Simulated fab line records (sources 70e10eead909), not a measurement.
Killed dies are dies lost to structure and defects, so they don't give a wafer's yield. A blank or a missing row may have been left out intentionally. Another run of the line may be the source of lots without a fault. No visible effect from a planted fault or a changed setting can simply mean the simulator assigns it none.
A lot that was struck, set against a sound lot ; flow nand harc ; 14 out of 1159 route steps
Sound: these wafers, L302.3, L302.4, L302.6. Wafers L293.1, L293.2, L293.4 were the ones struck. Last of all comes the cause.
Per side, at each step with rows, come the tool, then ch with its chambers, and then its first start. Under that, the readings that differ: sound wafers ; struck wafers ; difference of the means ; sigmas: that difference in standard deviations of wafers without a fault.
alike: readings whose means differ by less than 2 such deviations, and words and numbers that are the same on both sides. not compared: withheld readings, readings that some wafer has no value for, bounds like >300 that may hide the same value, and numbers for which the record gives no deviation and whose values overlap.
Wherever a step has rows on one side only, a row that says differs or no value, or a row with sigmas, the two part there. Numbers that have no deviation but don't overlap get no sigmas and don't part them. A reading missing from all wafers of one side parts the sides only when that side holds two or more wafers.

first, 1 step without rows for these wafers: NHARC_A_BLC_DESCUM_15 (chemistry O2, time 3 s).
NHARC_A_BLC_ETCH_16: etches the open film in CF4, target depth 39 nm, time 65 s.
  sound on rie diel-06 ch 0,1, day 21 20:50; struck on rie diel-11 ch 0,2,3, day 18 14:04
  alike: drypump motor current A, oes product au, rf vpp V, showerhead plenum p Torr, throttle valve pct
  not compared: rf hours counter h
then, 1 step without rows for these wafers: NHARC_A_BLC_ETCH_17 (etches the open film in N2/H2, target depth 390 nm, time 609.38 s).
NHARC_A_BLC_ETCH_18: etches the open film in C4F8/O2/Ar, target depth 910 nm.
  sound: rie diel-06 ch 2,3; struck: rie diel-11 ch 0,1,2
  alike: oes product au, rf vpp V
  not compared: rf hours counter h
NHARC_A_BLC_CD_MEAS_19:
  sound on cd sem-02, day 21 21:44; struck on cd sem-02, day 18 14:58
  alike: cd nm
NHARC_A_BLC_STRIP_29: strips in CF4.
  sound on rie diel-06 ch 0,2, day 21 21:49; struck on rie diel-11 ch 1,2,3, day 18 15:02
  alike: drypump motor current A, oes product au, rf vpp V, showerhead plenum p Torr, throttle valve pct
  not compared: rf hours counter h
NHARC_A_BLC_STRIP_21: strips in O2.
  sound on rie diel-06 ch 0,1, day 21 21:55; struck on rie diel-11 ch 1,2,3, day 18 15:17
  alike: drypump motor current A, oes product au, rf vpp V, showerhead plenum p Torr, throttle valve pct
  not compared: rf hours counter h
then, 4 steps without rows for these wafers: NHARC_A_BLC_STRIP_22 (strips in post etch residue remover, time 600 s); NHARC_A_BLC_DEGAS_30 (time 60 s); NHARC_A_BLC_PRE_CLEAN_31 (time 15 s); NHARC_A_BLC_PVD_32 (deposits Ti, target thk 5 nm, time 17.7 s).
NHARC_A_BLC_ALD_23: deposits TiN, target thk 3 nm, pulse time 1 s, ald cycles 150.
  sound on ald metal-01 ch 2,3, day 21 22:34; struck on ald metal-03 ch 0,2,3, day 18 15:56
  alike: heater power w, precursor pulse height rel
NHARC_A_BLC_CVD_24: deposits W, target thk 150 nm, time 434 s.
  sound on cvd w-02 ch 0, day 22 03:06; struck on cvd w-01 ch 0,1, day 18 18:25
  alike: heater power w, throttle valve pct
NHARC_A_BLC_CMP_25: polishes, t overpolish 30 s, target thk 150 nm.
  sound on cmp-03 ch 0,1,3, day 22 03:49; struck on cmp-03 ch 0,1,3, day 18 19:01
reading;sound;struck;difference;sigmas
time to endpoint s (s);28.6 24.7 25.3;59.6 61.8 61.0;+34.6;+13
  alike: edge zone pressure frac, motor current A, overpolish run s

## WHERE THEY PART
Only at NHARC_A_BLC_CMP_25, as far as this record shows.

WHY: what the simulator had put in
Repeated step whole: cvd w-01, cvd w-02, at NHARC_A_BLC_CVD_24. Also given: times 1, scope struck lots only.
